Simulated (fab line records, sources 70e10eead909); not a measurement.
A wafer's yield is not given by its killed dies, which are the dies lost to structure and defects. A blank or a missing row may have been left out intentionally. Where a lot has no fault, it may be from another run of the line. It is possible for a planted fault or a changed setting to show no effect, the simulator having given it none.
Problem report in the 8D (eight disciplines) form, filled by code + flow nand-harc + the parts of the form that need people (team, actions taken, sign-off) are left out

1. PROBLEM STATEMENT
oes-product-au at NHARC_A_CONTACT_ETCH_50 reads a mean of 0.821 a.u. on 2 wafers of 2 lots; wafers without a fault read 0.955 a.u. with a standard deviation of 0.025. That puts it -5.4 standard deviations away from the usual mean.
The step: etches the open film in CF4/CHF3, target depth 121 nm, time 60.5 s.
First seen on wafer L680.6, day 25 01:14, on rie-diel-11. The record holds 36 wafers of 12 lots with a number at this step. The rule behind "out" and "out of limits": a value lying over 4 standard deviations away from the usual mean. All remaining wafers that have a number are taken as sound.

2. WHAT IT IS; WHAT IT IS NOT
| question                    | is                | is not                                                                                                         |
|-----------------------------|-------------------|----------------------------------------------------------------------------------------------------------------|
| which readings at this step | oes-product-au    | drypump-motor-current-A, rf-vpp-V, showerhead-plenum-p-Torr, throttle-valve-pct                                |
| which lots                  | L680, L682        | L673, L674, L676, L688, L689, L690, L693, L694, L695, L696                                                     |
| which wafers of those lots  | L680.6, L682.6    | L680.1, L680.5, L682.1, L682.4                                                                                 |
| read on which tools         | rie-diel-11       | rie-diel-02                                                                                                    |
| when                        | from day 25 01:14 | up to then (11 sound wafers); but 23 sound wafers of L682, L688, L689, L690, L693, L694, L695, L696 came after |

3. WHAT RULES OUT EACH SUSPECT
Counting: any tool at a process step up to the reading remains a suspect provided it ran every lot that is out. Sound lots after the first of them don't rule it out here, since some wafers of a struck lot are sound.
- rie-diel-11 at NHARC_A_CONTACT_ETCH_50 (etches the open film in CF4/CHF3, target depth 121 nm, time 60.5 s): kept. Every lot that is out went through it, the first being L680 (day 25 01:14); the last sound lot it ran before that was L674 (day 22 15:44). Its own oes-product-au readings are out on those wafers.
The count leaves rie-diel-11 at NHARC_A_CONTACT_ETCH_50.

4. THE CAUSE (what the simulator had put in)
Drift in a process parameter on rie-diel-11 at NHARC_A_CONTACT_ETCH_50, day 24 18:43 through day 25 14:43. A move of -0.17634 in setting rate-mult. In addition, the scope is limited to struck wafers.
Only this tool survived the counting.

5. THE CHAIN OF EFFECTS, in route order
Each row: a reading where the mean over the struck wafers with a number is more than 3 standard deviations away from the usual. Readings are gone through only where the record gives a usual standard deviation; hours: the median, over the lots, of the time from a lot's start at the first step in this table giving one to that lot's start at this step; sigmas: the change measured in usual standard deviations.
| hours | step                    | reading        | usual      | on struck wafers | change | sigmas |
|-------|-------------------------|----------------|------------|------------------|--------|--------|
| 0     | NHARC_A_CONTACT_ETCH_50 | oes-product-au | 0.955 a.u. | 0.821            | -0.134 | -5.4   |
It contains these process steps:
- NHARC_A_CONTACT_ETCH_50: etches the open film in CF4/CHF3, target depth 121 nm, time 60.5 s.
At these later measuring or inspecting steps, every struck wafer for which the step has a row has a number for every such reading, and none has moved that far: NHARC_END_SORT_01.

6. WHAT WOULD HAVE CAUGHT IT SOONER
The fault began at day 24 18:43; the first out-of-limits reading in this record came at day 25 01:14, 7 hours later.
